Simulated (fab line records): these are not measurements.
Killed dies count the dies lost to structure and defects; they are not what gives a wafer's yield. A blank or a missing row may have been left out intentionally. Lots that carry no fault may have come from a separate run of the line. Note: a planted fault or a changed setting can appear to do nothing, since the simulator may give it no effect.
Which tool is to blame? :: flow n5Finfet :: 24 lots, 72 wafers sampled, at 3 steps of a route of 1938

== WHAT EACH GAUGE READ, for each wafer ==
N5_SD_EPI_P_OVL_MEAS_10.
lot: L074
measured: day 3 04:59
on: overlay-01
SD_P_BLK_OVL (nm): -0.6 -0.1 -0.8

lot: L075
measured: day 3 09:44
on: overlay-01
SD_P_BLK_OVL (nm): -0.7 -0.9 -0.2

lot: L076
measured: day 4 02:27
on: overlay-01
SD_P_BLK_OVL (nm): -0.5 -0.5 0.1

lot: L077
measured: day 4 06:35
on: overlay-01
SD_P_BLK_OVL (nm): -0.2 -1.3 -0.3

lot: L078
measured: day 4 11:34
on: overlay-02
SD_P_BLK_OVL (nm): 0.5 0.4 0.0

lot: L079
measured: day 4 15:07
on: overlay-01
SD_P_BLK_OVL (nm): -0.1 0.5 0.5

lot: L080
measured: day 4 18:16
on: overlay-01
SD_P_BLK_OVL (nm): 0.8 0.7 1.7

lot: L081
measured: day 5 03:28
on: overlay-02
SD_P_BLK_OVL (nm): 1.7 1.1 0.7

lot: L082
measured: day 5 06:22
on: overlay-01
SD_P_BLK_OVL (nm): 0.6 -0.3 -0.8

lot: L083
measured: day 5 11:41
on: overlay-01
SD_P_BLK_OVL (nm): 0.3 -0.1 -0.7

lot: L084
measured: day 5 19:55
on: overlay-01
SD_P_BLK_OVL (nm): 0.9 -0.7 0.1

lot: L085
measured: day 6 08:28
on: overlay-01
SD_P_BLK_OVL (nm): -1.3 -1.1 -1.3

lot: L086
measured: day 6 08:47
on: overlay-01
SD_P_BLK_OVL (nm): 1.0 -0.2 0.5

lot: L087
measured: day 6 15:06
on: overlay-01
SD_P_BLK_OVL (nm): -0.4 -0.6 0.0

lot: L088
measured: day 6 21:22
on: overlay-01
SD_P_BLK_OVL (nm): 1.1 -0.1 0.0

lot: L089
measured: day 6 22:50
on: overlay-02
SD_P_BLK_OVL (nm): -1.9 -1.3 -1.4

lot: L090
measured: day 7 09:32
on: overlay-02
SD_P_BLK_OVL (nm): -0.2 0.7 -0.3

lot: L091
measured: day 7 15:16
on: overlay-02
SD_P_BLK_OVL (nm): -0.7 -0.4 0.3

lot: L092
measured: day 7 23:05
on: overlay-02
SD_P_BLK_OVL (nm): 0.3 1.1 -0.1

lot: L093
measured: day 8 03:29
on: overlay-01
SD_P_BLK_OVL (nm): 0.0 0.2 -0.3

lot: L094
measured: day 8 07:13
on: overlay-01
SD_P_BLK_OVL (nm): 0.2 0.0 0.1

lot: L095
measured: day 8 10:55
on: overlay-01
SD_P_BLK_OVL (nm): -0.5 -1.3 -1.1

lot: L096
measured: day 8 20:45
on: overlay-02
SD_P_BLK_OVL (nm): 0.7 0.2 -0.4

lot: L097
measured: day 8 23:22
on: overlay-01
SD_P_BLK_OVL (nm): -0.5 -0.1 -0.5

N5_SD_EPI_P_EPI_MEAS_23.
lot: L074
measured: day 3 09:26
on: filmMetro-02
thkNm (nm): 59.6 61.6 59.4

lot: L075
measured: day 3 13:36
on: filmMetro-02
thkNm (nm): 61.9 61.3 61.8

lot: L076
measured: day 4 06:06
on: filmMetro-02
thkNm (nm): 61.2 59.0 58.3

lot: L077
measured: day 4 10:20
on: filmMetro-02
thkNm (nm): 59.6 59.0 62.0

lot: L078
measured: day 4 15:10
on: filmMetro-01
thkNm (nm): 60.4 61.1 59.9

lot: L079
measured: day 4 18:53
on: filmMetro-02
thkNm (nm): 61.2 60.5 62.0

lot: L080
measured: day 4 21:56
on: filmMetro-02
thkNm (nm): 60.9 59.9 61.5

lot: L081
measured: day 5 07:22
on: filmMetro-01
thkNm (nm): 59.4 59.7 60.5

lot: L082
measured: day 5 10:48
on: filmMetro-02
thkNm (nm): 63.1 60.5 62.1

lot: L083
measured: day 5 15:17
on: filmMetro-02
thkNm (nm): 59.7 63.6 62.7

lot: L084
measured: day 6 00:22
on: filmMetro-02
thkNm (nm): 60.7 61.2 61.0

lot: L085
measured: day 6 12:04
on: filmMetro-01
thkNm (nm): 60.4 59.8 60.3

lot: L086
measured: day 6 13:16
on: filmMetro-02
thkNm (nm): 61.5 61.5 61.4

lot: L087
measured: day 6 18:47
on: filmMetro-01
thkNm (nm): 62.9 63.1 62.5

lot: L088
measured: day 7 01:49
on: filmMetro-02
thkNm (nm): 58.8 63.4 59.5

lot: L089
measured: day 7 02:26
on: filmMetro-01
thkNm (nm): 61.2 60.6 60.3

lot: L090
measured: day 7 14:07
on: filmMetro-02
thkNm (nm): 59.3 60.9 59.5

lot: L091
measured: day 7 19:43
on: filmMetro-02
thkNm (nm): 60.8 60.9 61.3

lot: L092
measured: day 8 03:37
on: filmMetro-02
thkNm (nm): 61.4 60.5 60.5

lot: L093
measured: day 8 07:56
on: filmMetro-01
thkNm (nm): 59.6 58.7 62.2

lot: L094
measured: day 8 11:42
on: filmMetro-01
thkNm (nm): 61.0 62.5 60.9

lot: L095
measured: day 8 14:31
on: filmMetro-02
thkNm (nm): 60.2 62.5 58.6

lot: L096
measured: day 9 00:26
on: filmMetro-01
thkNm (nm): 62.1 63.2 60.7

lot: L097
measured: day 9 02:58
on: filmMetro-01
thkNm (nm): 60.6 60.8 61.3

== WHICH TOOL RAN EACH LOT (tool, then ch and the chambers of the sampled wafers, then the start) ==
lot: L074
N5_SD_EPI_N_ETCH_35: rieDiel-06 ch 2,3, day 3 00:35

lot: L075
N5_SD_EPI_N_ETCH_35: rieDiel-02 ch 0,1, day 3 05:28

lot: L076
N5_SD_EPI_N_ETCH_35: rieDiel-06 ch 1,3, day 3 22:17

lot: L077
N5_SD_EPI_N_ETCH_35: rieDiel-05 ch 0,2,3, day 4 02:19

lot: L078
N5_SD_EPI_N_ETCH_35: rieDiel-05 ch 0,1, day 4 06:31

lot: L079
N5_SD_EPI_N_ETCH_35: rieDiel-06 ch 1,2,3, day 4 10:13

lot: L080
N5_SD_EPI_N_ETCH_35: rieDiel-05 ch 0,1,2, day 4 13:04

lot: L081
N5_SD_EPI_N_ETCH_35: rieDiel-05 ch 0,1,3, day 4 22:34

lot: L082
N5_SD_EPI_N_ETCH_35: rieDiel-05 ch 0,2,3, day 5 01:17

lot: L083
N5_SD_EPI_N_ETCH_35: rieDiel-05 ch 0,1,3, day 5 07:24

lot: L084
N5_SD_EPI_N_ETCH_35: rieDiel-05 ch 1,3, day 5 15:25

lot: L085
N5_SD_EPI_N_ETCH_35: rieDiel-02 ch 1,2, day 6 04:02

lot: L086
N5_SD_EPI_N_ETCH_35: rieDiel-06 ch 1,2,3, day 6 04:31

lot: L087
N5_SD_EPI_N_ETCH_35: rieDiel-06 ch 0,2,3, day 6 09:36

lot: L088
N5_SD_EPI_N_ETCH_35: rieDiel-05 ch 1,2, day 6 16:21

lot: L089
N5_SD_EPI_N_ETCH_35: rieDiel-05 ch 0,1, day 6 18:33

lot: L090
N5_SD_EPI_N_ETCH_35: rieDiel-06 ch 0,1, day 7 03:25

lot: L091
N5_SD_EPI_N_ETCH_35: rieDiel-05 ch 1,3, day 7 10:08

lot: L092
N5_SD_EPI_N_ETCH_35: rieDiel-05 ch 0,1,2, day 7 18:47

lot: L093
N5_SD_EPI_N_ETCH_35: rieDiel-06 ch 2,3, day 7 23:14

lot: L094
N5_SD_EPI_N_ETCH_35: rieDiel-06 ch 0,1,2, day 8 02:38

lot: L095
N5_SD_EPI_N_ETCH_35: rieDiel-06 ch 2,3, day 8 06:31

lot: L096
N5_SD_EPI_N_ETCH_35: rieDiel-02 ch 0,1,2, day 8 16:27

lot: L097
N5_SD_EPI_N_ETCH_35: rieDiel-05 ch 1,2,3, day 8 18:47
- N5_SD_EPI_N_ETCH_35: etches SOC in N2/H2, overetch 108 nm, time 486 s.

== AS READ BY THE TOOLS THEMSELVES (means over the sampled wafers that have a number; for cases with no such wafer, the mark the record gives instead) ==
N5_SD_EPI_N_ETCH_35.
lot: L074
tool: rieDiel-06
drypumpMotorCurrentA (A): 5.6
oesProductAu (a.u.): 0.78
rfVppV (V): 241.4
showerheadPlenumPTorr (Torr): 2.58
throttleValvePct (%): 23.84

lot: L075
tool: rieDiel-02
drypumpMotorCurrentA (A): 6.5
oesProductAu (a.u.): 0.77
rfVppV (V): 242.7
showerheadPlenumPTorr (Torr): 2.66
throttleValvePct (%): 23.87

lot: L076
tool: rieDiel-06
drypumpMotorCurrentA (A): 5.7
oesProductAu (a.u.): 0.73
rfVppV (V): 241.4
showerheadPlenumPTorr (Torr): 2.59
throttleValvePct (%): 23.82

lot: L077
tool: rieDiel-05
drypumpMotorCurrentA (A): 5.3
oesProductAu (a.u.): 0.72
rfVppV (V): 242.5
showerheadPlenumPTorr (Torr): 2.63
throttleValvePct (%): 23.57

lot: L078
tool: rieDiel-05
drypumpMotorCurrentA (A): 6.0
oesProductAu (a.u.): 0.76
rfVppV (V): 241.3
showerheadPlenumPTorr (Torr): 2.57
throttleValvePct (%): 23.96

lot: L079
tool: rieDiel-06
drypumpMotorCurrentA (A): 5.6
oesProductAu (a.u.): 0.71
rfVppV (V): 241.4
showerheadPlenumPTorr (Torr): 2.59
throttleValvePct (%): 23.73

lot: L080
tool: rieDiel-05
drypumpMotorCurrentA (A): 5.5
oesProductAu (a.u.): 0.73
rfVppV (V): 242.2
showerheadPlenumPTorr (Torr): 2.59
throttleValvePct (%): 23.77

lot: L081
tool: rieDiel-05
drypumpMotorCurrentA (A): 5.7
oesProductAu (a.u.): 0.76
rfVppV (V): 241.5
showerheadPlenumPTorr (Torr): 2.60
throttleValvePct (%): 23.77

lot: L082
tool: rieDiel-05
drypumpMotorCurrentA (A): 5.3
oesProductAu (a.u.): 0.72
rfVppV (V): 242.1
showerheadPlenumPTorr (Torr): 2.62
throttleValvePct (%): 23.58

lot: L083
tool: rieDiel-05
drypumpMotorCurrentA (A): 5.7
oesProductAu (a.u.): 0.75
rfVppV (V): 241.7
showerheadPlenumPTorr (Torr): 2.60
throttleValvePct (%): 23.78

lot: L084
tool: rieDiel-05
drypumpMotorCurrentA (A): 5.7
oesProductAu (a.u.): 0.76
rfVppV (V): 241.8
showerheadPlenumPTorr (Torr): 2.64
throttleValvePct (%): 23.76

lot: L085
tool: rieDiel-02
drypumpMotorCurrentA (A): 5.9
oesProductAu (a.u.): 0.65
rfVppV (V): 240.0
showerheadPlenumPTorr (Torr): 2.52
throttleValvePct (%): 23.82

lot: L086
tool: rieDiel-06
drypumpMotorCurrentA (A): 5.6
oesProductAu (a.u.): 0.70
rfVppV (V): 241.2
showerheadPlenumPTorr (Torr): 2.59
throttleValvePct (%): 23.77

lot: L087
tool: rieDiel-06
drypumpMotorCurrentA (A): 5.9
oesProductAu (a.u.): 0.71
rfVppV (V): 240.5
showerheadPlenumPTorr (Torr): 2.55
throttleValvePct (%): 24.03

lot: L088
tool: rieDiel-05
drypumpMotorCurrentA (A): 5.8
oesProductAu (a.u.): 0.73
rfVppV (V): 240.7
showerheadPlenumPTorr (Torr): 2.59
throttleValvePct (%): 23.94

lot: L089
tool: rieDiel-05
drypumpMotorCurrentA (A): 6.0
oesProductAu (a.u.): 0.74
rfVppV (V): 240.3
showerheadPlenumPTorr (Torr): 2.56
throttleValvePct (%): 23.99

lot: L090
tool: rieDiel-06
drypumpMotorCurrentA (A): 6.2
oesProductAu (a.u.): 0.64
rfVppV (V): 240.4
showerheadPlenumPTorr (Torr): 2.55
throttleValvePct (%): 24.17

lot: L091
tool: rieDiel-05
drypumpMotorCurrentA (A): 6.0
oesProductAu (a.u.): 0.75
rfVppV (V): 241.5
showerheadPlenumPTorr (Torr): 2.60
throttleValvePct (%): 23.96

lot: L092
tool: rieDiel-05
drypumpMotorCurrentA (A): 5.5
oesProductAu (a.u.): 0.70
rfVppV (V): 241.5
showerheadPlenumPTorr (Torr): 2.58
throttleValvePct (%): 23.81

lot: L093
tool: rieDiel-06
drypumpMotorCurrentA (A): 5.6
oesProductAu (a.u.): 0.71
rfVppV (V): 240.5
showerheadPlenumPTorr (Torr): 2.56
throttleValvePct (%): 23.82

lot: L094
tool: rieDiel-06
drypumpMotorCurrentA (A): 5.9
oesProductAu (a.u.): 0.66
rfVppV (V): 241.6
showerheadPlenumPTorr (Torr): 2.56
throttleValvePct (%): 23.95

lot: L095
tool: rieDiel-06
drypumpMotorCurrentA (A): 5.6
oesProductAu (a.u.): 0.72
rfVppV (V): 240.6
showerheadPlenumPTorr (Torr): 2.56
throttleValvePct (%): 23.90

lot: L096
tool: rieDiel-02
drypumpMotorCurrentA (A): 6.0
oesProductAu (a.u.): 0.68
rfVppV (V): 240.4
showerheadPlenumPTorr (Torr): 2.58
throttleValvePct (%): 23.94

lot: L097
tool: rieDiel-05
drypumpMotorCurrentA (A): 5.5
oesProductAu (a.u.): 0.71
rfVppV (V): 241.1
showerheadPlenumPTorr (Torr): 2.62
throttleValvePct (%): 23.78

== THE ANSWER, worked out from the rows above alone ==
Rule: the usual values come from the lots themselves. The widest of any qualifying gaps counts: lots, ordered by their means at a reading, are off when they make up no more than a third of the lots, leave a main group of 4 or more, and stand apart from it by 3 or more times the standard deviation of that group's means. A main group is skipped when, at the precision printed for the reading in the tables above, its means are all equal. A lot without any number at a reading at which 4 lots or more have one is off too. Any other lot the step has rows for is counted as sound. The gauges are gone through in route order, then the tools' own readings, and for those a lot's mean is taken as printed above. The first step at which some lot is off is used, and at that step the reading that is off furthest; a lot without a number counts as furthest.
No lot is off at any reading shown: from this, nothing can be told.

== WHAT THE SIMULATOR HAD INSERTED ==
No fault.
